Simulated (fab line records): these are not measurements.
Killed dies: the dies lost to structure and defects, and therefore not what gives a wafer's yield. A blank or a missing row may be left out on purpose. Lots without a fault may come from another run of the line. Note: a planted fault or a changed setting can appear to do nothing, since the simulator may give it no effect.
2 desks looking at one fault ; flow n5Finfet ; only its own numbers are on each desk; what lay behind them is given at the end

AT THE METROLOGY DESK
Lot by lot, what the gauges showed, no matter which tool ran the lot: averages of those sampled wafers that carry a number. Any lot whose mean is over 4 standard deviations away from the usual mean is out of limits and marked OUT; that distance is given in the brackets.
Columns: A = trenchDepthNm at N5_BEOL_M10_OCD_MEAS_38, usual 149 nm; B = cdNm at N5_BEOL_M10_CD_MEAS_35, usual 70.1 nm; C = M10_RS at N5_BEOL_M10_RS_MEAS_57, usual 0.151 ohm/sq
lot;first seen here;A;B;C
L292;day 10 05:01;149;69.9;0.151
L290;day 10 06:14;148;70.4;0.152
L291;day 10 14:13;145;69.4;0.156
L294;day 10 17:31;148;69.6;0.153
L293;day 10 22:25;153;70.0;0.148
L297;day 11 17:51;147;69.5;0.149
L300;day 12 08:04;151;71.2;0.148
L307;day 14 04:06;147;70.1;0.153
L308;day 14 16:41;146;70.4;0.154
L309;day 15 05:59;149;69.9;0.149
L311;day 15 06:20;145;70.5;0.155
L312;day 15 12:07;148;69.9;0.152
This desk found nothing out of limits on any of the 12 lots.

FOR THE TOOL OWNER'S DESK: pecvd-04
The tool's own readings at N5_BEOL_M11_ILD_DEP_00 (deposits SiCOH lowk from DEMS/porogen, target thk 308.51 nm, time 58 s): means of the sampled wafers that have a number, for each lot that ran on this tool. Any lot whose mean is over 4 standard deviations away from the usual mean is out of limits and marked OUT; that distance is given in the brackets.
Columns: A = heaterPowerW at N5_BEOL_M11_ILD_DEP_00, usual 321 W; B = showerheadPlenumPTorr at N5_BEOL_M11_ILD_DEP_00, usual 5.729 Torr; C = susceptorTempC at N5_BEOL_M11_ILD_DEP_00, usual 299.98 C; D = throttleValvePct at N5_BEOL_M11_ILD_DEP_00, usual 13.5 %
lot;first seen here;A;B;C;D
L294;day 10 20:14;392;5.747;299.89;14.0
L300;day 12 10:32;387;5.744;302.37 (+11) OUT;14.4
Finding of this desk: L300 out of limits; the first was L300 at day 12 10:32, on susceptorTempC at N5_BEOL_M11_ILD_DEP_00. L294: within limits.

BROUGHT TOGETHER
The tool owner's desk could have raised an alarm at day 12 10:32, on L300.
Metrology desk: nothing out of limits seen.
The metrology desk has L300 on record, within its limits.
Of the lots named, all ran N5_BEOL_M11_ILD_DEP_00 on pecvd-04.

WHAT THE SIMULATOR PUT IN
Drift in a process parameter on pecvd-04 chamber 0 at N5_BEOL_M11_ILD_DEP_00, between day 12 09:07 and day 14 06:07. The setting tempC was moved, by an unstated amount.
Lots struck among those shown: L300.
Delay in hours, fault start to first out-of-limits reading, by desk: the tool owner's desk at 1.
